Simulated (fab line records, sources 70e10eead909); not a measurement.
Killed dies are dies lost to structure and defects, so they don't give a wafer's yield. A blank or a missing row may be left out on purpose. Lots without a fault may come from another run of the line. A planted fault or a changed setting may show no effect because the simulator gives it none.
Which tool did it? | flow nand_harc | 24 lots, 72 wafers sampled, at 6 steps of a route of 1159

WHAT THE GAUGES READ, wafer by wafer
NHARC_A_M1_OVL_MEAS_10: pitch 240 nm. Usual: overlay_x_nm 0.0 nm, standard deviation 0.79; overlay_y_nm 0.0 nm, standard deviation 0.77.
lot  | measured     | on         | overlay_x_nm (nm) | overlay_y_nm (nm) | flag
L074 | day 18 07:07 | overlay-02 | 0.5 -0.1 1.0      | 0.1 0.2 0.5       |
L076 | day 18 08:01 | overlay-01 | -0.1 -0.4 -0.1    | -0.9 -1.2 -1.1    |
L075 | day 18 08:18 | overlay-02 | 0.4 0.3 0.6       | 0.7 1.0 0.8       |
L077 | day 18 19:42 | overlay-01 | 0.8 0.5 0.9       | -1.1 -1.4 -1.7    |
L079 | day 18 20:30 | overlay-02 | 0.7 0.8 0.2       | -0.4 -0.1 -0.3    |
L078 | day 19 07:06 | overlay-01 | 0.7 0.1 0.6       | 0.3 0.6 0.5       |
L082 | day 19 14:19 | overlay-01 | -1.3 -1.3 -1.1    | 0.9 0.0 0.0       |
L081 | day 19 16:08 | overlay-02 | -0.8 -0.3 -0.7    | -1.1 -0.8 -1.5    |
L080 | day 19 19:20 | overlay-02 | 0.0 0.1 -0.2      | 0.5 0.4 0.2       |
L083 | day 20 05:03 | overlay-02 | -0.3 -0.5 -0.5    | -1.4 -1.1 -1.2    |
L084 | day 20 09:49 | overlay-02 | 0.0 -0.2 -0.5     | -0.9 -0.4 0.0     |
L088 | day 20 12:39 | overlay-02 | 0.3 0.3 -0.1      | 0.3 0.2 0.5       |
L087 | day 20 13:30 | overlay-01 | -0.9 -1.5 -1.1    | 0.9 1.2 0.8       |
L086 | day 20 17:19 | overlay-02 | -0.1 -0.4 0.0     | 0.3 0.7 0.9       |
L085 | day 21 02:38 | overlay-02 | 0.0 -0.3 0.0      | -1.0 -1.1 -0.5    |
L089 | day 21 17:11 | overlay-02 | 1.0 -0.2 0.4      | 0.5 0.3 1.3       |
L091 | day 21 22:09 | overlay-01 | -0.4 -0.5 -0.5    | 0.6 0.4 0.2       |
L090 | day 21 23:09 | overlay-01 | -0.7 -1.1 -0.5    | 0.0 -0.4 -0.5     |
L092 | day 21 23:55 | overlay-02 | 1.5 0.6 1.1       | -0.2 0.1 -0.5     |
L093 | day 22 07:41 | overlay-02 | 0.5 0.2 -0.1      | -0.3 -1.5 -1.0    |
L094 | day 22 08:39 | overlay-02 | 0.2 0.4 0.6       | -0.4 -0.3 0.0     |
L095 | day 22 16:46 | overlay-01 | 0.9 1.9 1.2       | 0.9 1.1 0.7       |
L096 | day 22 17:04 | overlay-02 | 0.5 1.2 1.2       | 0.8 0.9 1.0       |
L097 | day 24 03:25 | overlay-01 | -2.1 -2.8 -1.9    | 0.0 -0.1 0.0      |

NHARC_A_M1_CD_MEAS_16. Usual: cd_nm 120.3 nm, standard deviation 0.75.
lot  | measured     | on        | cd_nm (nm)        | flag
L074 | day 18 07:31 | cd_sem-02 | 121.4 119.8 121.4 |
L076 | day 18 08:25 | cd_sem-01 | 120.2 120.6 120.9 |
L075 | day 18 08:42 | cd_sem-02 | 119.7 119.6 119.9 |
L077 | day 18 20:06 | cd_sem-01 | 120.6 120.0 119.2 |
L079 | day 18 20:55 | cd_sem-02 | 119.6 119.1 119.5 |
L078 | day 19 07:30 | cd_sem-02 | 120.8 120.6 119.7 |
L082 | day 19 14:43 | cd_sem-02 | 120.3 120.5 121.8 |
L081 | day 19 16:35 | cd_sem-02 | 120.6 120.8 119.9 |
L080 | day 19 19:44 | cd_sem-01 | 120.8 120.9 121.2 |
L083 | day 20 05:30 | cd_sem-02 | 120.5 120.4 118.8 |
L084 | day 20 10:14 | cd_sem-01 | 121.1 120.7 120.2 |
L088 | day 20 13:06 | cd_sem-02 | 120.4 119.7 121.1 |
L087 | day 20 13:55 | cd_sem-01 | 122.7 120.8 120.5 |
L086 | day 20 17:43 | cd_sem-02 | 120.2 120.1 121.3 |
L085 | day 21 03:02 | cd_sem-01 | 121.2 121.1 121.2 |
L089 | day 21 17:35 | cd_sem-01 | 120.1 118.9 119.5 |
L091 | day 21 22:36 | cd_sem-01 | 120.6 119.6 120.2 |
L090 | day 21 23:33 | cd_sem-03 | 120.2 120.1 119.6 |
L092 | day 22 00:19 | cd_sem-02 | 120.6 119.8 121.1 |
L093 | day 22 08:05 | cd_sem-03 | 119.2 119.1 118.9 |
L094 | day 22 09:04 | cd_sem-01 | 120.6 120.0 120.6 |
L095 | day 22 17:11 | cd_sem-03 | 121.6 121.1 121.0 |
L096 | day 22 17:28 | cd_sem-02 | 121.0 121.1 119.9 |
L097 | day 24 03:49 | cd_sem-02 | 120.7 120.4 119.4 |

NHARC_A_BONDPAD_THK_MEAS_30: measures by ellipsometry. Usual: thk_nm 199.5 nm, standard deviation 1.3.
lot  | measured     | on            | thk_nm (nm)       | flag
L074 | day 18 11:11 | film_metro-01 | 199.7 197.5 202.0 |
L076 | day 18 12:41 | film_metro-02 | 203.2 199.4 200.8 |
L075 | day 18 12:44 | film_metro-02 | 198.4 198.4 199.5 |
L077 | day 19 00:10 | film_metro-01 | 199.9 198.7 200.0 |
L079 | day 19 01:00 | film_metro-02 | 200.5 200.1 199.9 |
L078 | day 19 11:09 | film_metro-01 | 199.5 198.0 199.1 |
L082 | day 19 18:41 | film_metro-01 | 202.3 196.4 200.0 |
L081 | day 19 20:43 | film_metro-02 | 199.4 199.4 200.7 |
L080 | day 20 00:05 | film_metro-02 | 199.4 200.0 199.3 |
L083 | day 20 09:23 | film_metro-02 | 200.1 198.5 197.1 |
L084 | day 20 14:26 | film_metro-02 | 199.4 199.6 198.3 |
L088 | day 20 16:47 | film_metro-02 | 198.9 200.1 198.9 |
L087 | day 20 17:58 | film_metro-02 | 199.6 200.3 200.5 |
L086 | day 20 21:35 | film_metro-01 | 197.9 197.0 198.8 |
L085 | day 21 06:41 | film_metro-02 | 199.2 202.2 201.9 |
L089 | day 21 21:16 | film_metro-01 | 198.3 199.9 199.9 |
L091 | day 22 02:14 | film_metro-02 | 199.2 198.1 199.3 |
L090 | day 22 03:23 | film_metro-01 | 200.4 197.7 198.9 |
L092 | day 22 04:17 | film_metro-02 | 200.1 198.6 200.4 |
L093 | day 22 11:56 | film_metro-02 | 199.0 200.9 199.6 |
L094 | day 22 12:51 | film_metro-01 | 196.8 201.0 199.2 |
L095 | day 22 20:56 | film_metro-01 | 200.8 198.5 200.8 |
L096 | day 22 21:12 | film_metro-02 | 197.8 201.3 201.1 |
L097 | day 24 08:43 | film_metro-01 | 199.3 199.9 198.0 |

NHARC_A_BONDPAD_CD_MEAS_09: target cd 500 nm. Usual: cd_nm 499.7 nm, standard deviation 1.6.
lot  | measured     | on        | cd_nm (nm)        | flag
L074 | day 18 11:44 | cd_sem-02 | 499.3 500.6 499.0 |
L076 | day 18 13:16 | cd_sem-01 | 498.6 499.8 499.0 |
L075 | day 18 13:25 | cd_sem-02 | 499.1 500.0 501.0 |
L077 | day 19 00:45 | cd_sem-01 | 501.9 499.8 497.9 |
L079 | day 19 01:34 | cd_sem-01 | 497.0 500.5 499.9 |
L078 | day 19 11:35 | cd_sem-01 | 502.1 497.8 497.6 |
L082 | day 19 19:08 | cd_sem-01 | 499.4 500.6 501.6 |
L081 | day 19 21:17 | cd_sem-01 | 496.5 499.4 498.2 |
L080 | day 20 00:39 | cd_sem-01 | 498.5 501.8 500.6 |
L083 | day 20 09:50 | cd_sem-02 | 500.7 500.6 499.1 |
L084 | day 20 14:53 | cd_sem-02 | 497.3 500.8 497.4 |
L088 | day 20 17:22 | cd_sem-03 | 501.0 501.6 498.5 |
L087 | day 20 18:32 | cd_sem-03 | 501.2 502.0 502.8 |
L086 | day 20 22:10 | cd_sem-02 | 497.5 499.1 498.2 |
L085 | day 21 07:16 | cd_sem-02 | 498.5 500.5 500.9 |
L089 | day 21 21:50 | cd_sem-02 | 500.2 500.3 501.6 |
L091 | day 22 02:48 | cd_sem-03 | 496.1 496.8 500.3 |
L090 | day 22 03:58 | cd_sem-02 | 499.9 500.6 500.9 |
L092 | day 22 04:50 | cd_sem-02 | 497.6 499.3 494.5 |
L093 | day 22 12:30 | cd_sem-01 | 499.3 501.2 500.7 |
L094 | day 22 13:26 | cd_sem-03 | 500.2 502.9 499.1 |
L095 | day 22 21:22 | cd_sem-03 | 499.5 498.7 497.6 |
L096 | day 22 21:46 | cd_sem-02 | 501.7 497.8 501.4 |
L097 | day 24 09:10 | cd_sem-03 | 498.8 498.6 502.9 |

WHICH TOOL RAN EACH LOT (tool, then ch and the chambers of the sampled wafers, then the start)
lot  | NHARC_A_M1_ETCH_28                            | NHARC_A_M1_PVD_21
L074 | rie_diel-12 ch 1,2,3, day 18 11:11 or earlier | pvd_sputter-03, day 18 11:11 or earlier
L076 | rie_diel-09 ch 0,3, day 18 12:41 or earlier   | pvd_sputter-01, day 18 12:41 or earlier
L075 | rie_diel-06 ch 1,2,3, day 18 12:44 or earlier | pvd_sputter-03, day 18 12:44 or earlier
L077 | rie_diel-06 ch 1,2,3, day 19 00:10 or earlier | pvd_sputter-01, day 19 00:10 or earlier
L079 | rie_diel-06 ch 0,1,2, day 19 01:00 or earlier | pvd_sputter-03, day 19 01:00 or earlier
L078 | rie_diel-06 ch 0,1,2, day 19 11:09 or earlier | pvd_sputter-03, day 19 11:09 or earlier
L082 | rie_diel-12 ch 0,1,2, day 19 18:41 or earlier | pvd_sputter-01, day 19 18:41 or earlier
L081 | rie_diel-12 ch 0,3, day 19 20:43 or earlier   | pvd_sputter-01, day 19 20:43 or earlier
L080 | rie_diel-09 ch 2,3, day 20 00:05 or earlier   | pvd_sputter-02, day 20 00:05 or earlier
L083 | rie_diel-09 ch 0,1,2, day 20 09:23 or earlier | pvd_sputter-01, day 20 09:23 or earlier
L084 | rie_diel-12 ch 0,1,3, day 20 14:26 or earlier | pvd_sputter-01, day 20 14:26 or earlier
L088 | rie_diel-09 ch 0,2, day 20 16:47 or earlier   | pvd_sputter-03, day 20 16:47 or earlier
L087 | rie_diel-06 ch 0,1,2, day 20 17:58 or earlier | pvd_sputter-03, day 20 17:58 or earlier
L086 | rie_diel-06 ch 1,2,3, day 20 21:35 or earlier | pvd_sputter-02, day 20 21:35 or earlier
L085 | rie_diel-09 ch 1,2, day 21 06:41 or earlier   | pvd_sputter-03, day 21 06:41 or earlier
L089 | rie_diel-06 ch 0,3, day 21 21:16 or earlier   | pvd_sputter-01, day 21 21:16 or earlier
L091 | rie_diel-09 ch 1,2, day 22 02:14 or earlier   | pvd_sputter-01, day 22 02:14 or earlier
L090 | rie_diel-06 ch 1,3, day 22 00:03              | pvd_sputter-01, day 22 03:23 or earlier
L092 | rie_diel-06 ch 1,3, day 22 00:47              | pvd_sputter-03, day 22 04:17 or earlier
L093 | rie_diel-09 ch 0,2,3, day 22 11:56 or earlier | pvd_sputter-03, day 22 11:56 or earlier
L094 | rie_diel-09 ch 1,3, day 22 10:01 or earlier   | pvd_sputter-03, day 22 10:01
L095 | rie_diel-06 ch 1,3, day 22 20:56 or earlier   | pvd_sputter-03, day 22 20:56 or earlier
L096 | rie_diel-12 ch 0,2,3, day 22 21:12 or earlier | pvd_sputter-03, day 22 21:12 or earlier
L097 | rie_diel-09 ch 0,1,3, day 24 08:43 or earlier | pvd_sputter-02, day 24 08:43 or earlier
- NHARC_A_M1_ETCH_28: etches the open film in CF4/N2, target depth 30 nm, time 72.99 s.
- NHARC_A_M1_PVD_21: deposits Cu, target thk 30 nm, time 20.49 s.

WHAT THE TOOLS THEMSELVES READ (means of the sampled wafers that have a number; where no wafer has one, the mark that the record gives instead)
NHARC_A_M1_ETCH_28. Usual: drypump_motor_current_A 5.7 A, standard deviation 0.47; oes_product_au 0.999 a.u., standard deviation 0.012; rf_vpp_V 315.7 V, standard deviation 1.9; showerhead_plenum_p_Torr 2.72 Torr, standard deviation 0.11; throttle_valve_pct 19.795 %, standard deviation 0.0089.
lot  | tool        | drypump_motor_current_A (A) | oes_product_au (a.u.) | rf_vpp_V (V) | showerhead_plenum_p_Torr (Torr) | throttle_valve_pct (%) | flag
L074 | rie_diel-12 | 5.8                         | 1.008                 | 315.5        | 2.67                            | 19.791                 |
L076 | rie_diel-09 | 5.5                         | 0.990                 | 316.3        | 2.78                            | 19.797                 |
L075 | rie_diel-06 | 5.9                         | 0.990                 | 316.9        | 2.79                            | 19.787                 |
L077 | rie_diel-06 | 5.9                         | 0.996                 | 315.9        | 2.79                            | 19.797                 |
L079 | rie_diel-06 | 6.1                         | 1.004                 | 315.7        | 2.68                            | 19.806                 |
L078 | rie_diel-06 | 6.0                         | 1.008                 | 315.0        | 2.68                            | 19.801                 |
L082 | rie_diel-12 | 5.5                         | 0.992                 | 315.2        | 2.66                            | 19.796                 |
L081 | rie_diel-12 | 5.9                         | 0.998                 | 316.7        | 2.77                            | 19.794                 |
L080 | rie_diel-09 | 5.4                         | 0.994                 | 315.9        | 2.76                            | 19.793                 |
L083 | rie_diel-09 | 5.4                         | 0.999                 | 315.4        | 2.69                            | 19.802                 |
L084 | rie_diel-12 | 5.7                         | 0.996                 | 313.9        | 2.67                            | 19.792                 |
L088 | rie_diel-09 | 5.2                         | 1.015                 | 315.2        | 2.71                            | 19.803                 |
L087 | rie_diel-06 | 6.1                         | 1.002                 | 315.0        | 2.68                            | 19.779                 |
L086 | rie_diel-06 | 5.9                         | 1.002                 | 317.4        | 2.79                            | 19.796                 |
L085 | rie_diel-09 | 5.3                         | 1.001                 | 315.2        | 2.67                            | 19.794                 |
L089 | rie_diel-06 | 6.3                         | 0.983                 | 315.9        | 2.70                            | 19.788                 |
L091 | rie_diel-09 | 5.6                         | 0.993                 | 315.0        | 2.66                            | 19.790                 |
L090 | rie_diel-06 | 5.7                         | 1.002                 | 317.6        | 2.80                            | 19.802                 |
L092 | rie_diel-06 | 5.7                         | 0.998                 | 317.4        | 2.80                            | 19.795                 |
L093 | rie_diel-09 | 5.3                         | 1.002                 | 317.1        | 2.73                            | 19.798                 |
L094 | rie_diel-09 | 5.6                         | 0.991                 | 315.8        | 2.75                            | 19.793                 |
L095 | rie_diel-06 | 5.9                         | 0.992                 | 317.0        | 2.80                            | 19.797                 |
L096 | rie_diel-12 | 5.8                         | 1.000                 | 315.9        | 2.76                            | 19.797                 |
L097 | rie_diel-09 | 5.6                         | 1.009                 | 315.2        | 2.73                            | 19.791                 |

NHARC_A_M1_PVD_21. Usual: throttle_valve_pct 30.2 %, standard deviation 0.58.
lot  | tool           | throttle_valve_pct (%) | flag
L074 | pvd_sputter-03 | 29.9                   |
L076 | pvd_sputter-01 | 30.4                   |
L075 | pvd_sputter-03 | 30.2                   |
L077 | pvd_sputter-01 | 30.6                   |
L079 | pvd_sputter-03 | 30.0                   |
L078 | pvd_sputter-03 | 29.7                   |
L082 | pvd_sputter-01 | 30.5                   |
L081 | pvd_sputter-01 | 30.2                   |
L080 | pvd_sputter-02 | 30.5                   |
L083 | pvd_sputter-01 | 30.5                   |
L084 | pvd_sputter-01 | 30.5                   |
L088 | pvd_sputter-03 | 29.8                   |
L087 | pvd_sputter-03 | 29.9                   |
L086 | pvd_sputter-02 | 30.3                   |
L085 | pvd_sputter-03 | 29.7                   |
L089 | pvd_sputter-01 | 30.6                   |
L091 | pvd_sputter-01 | 30.8                   |
L090 | pvd_sputter-01 | 30.6                   |
L092 | pvd_sputter-03 | 30.1                   |
L093 | pvd_sputter-03 | 29.9                   |
L094 | pvd_sputter-03 | 29.9                   |
L095 | pvd_sputter-03 | 30.2                   |
L096 | pvd_sputter-03 | 29.9                   |
L097 | pvd_sputter-02 | 30.4                   |

THE ANSWER, worked out from the rows above alone
Rule: a lot is off if the mean of its wafers that have a number lies more than 3 standard deviations from the usual mean. A lot without any number at a reading at which 4 lots or more have one is off too. The other lots that the step has rows for count as sound. The gauges are gone through in route order, then the tools' own readings, and for those a lot's mean is taken as printed above. The first step at which some lot is off is used, and at that step the reading that is off furthest; a lot without a number counts as furthest.
No lot is off at any reading shown: from this, nothing can be told.

WHAT THE SIMULATOR HAD PUT IN
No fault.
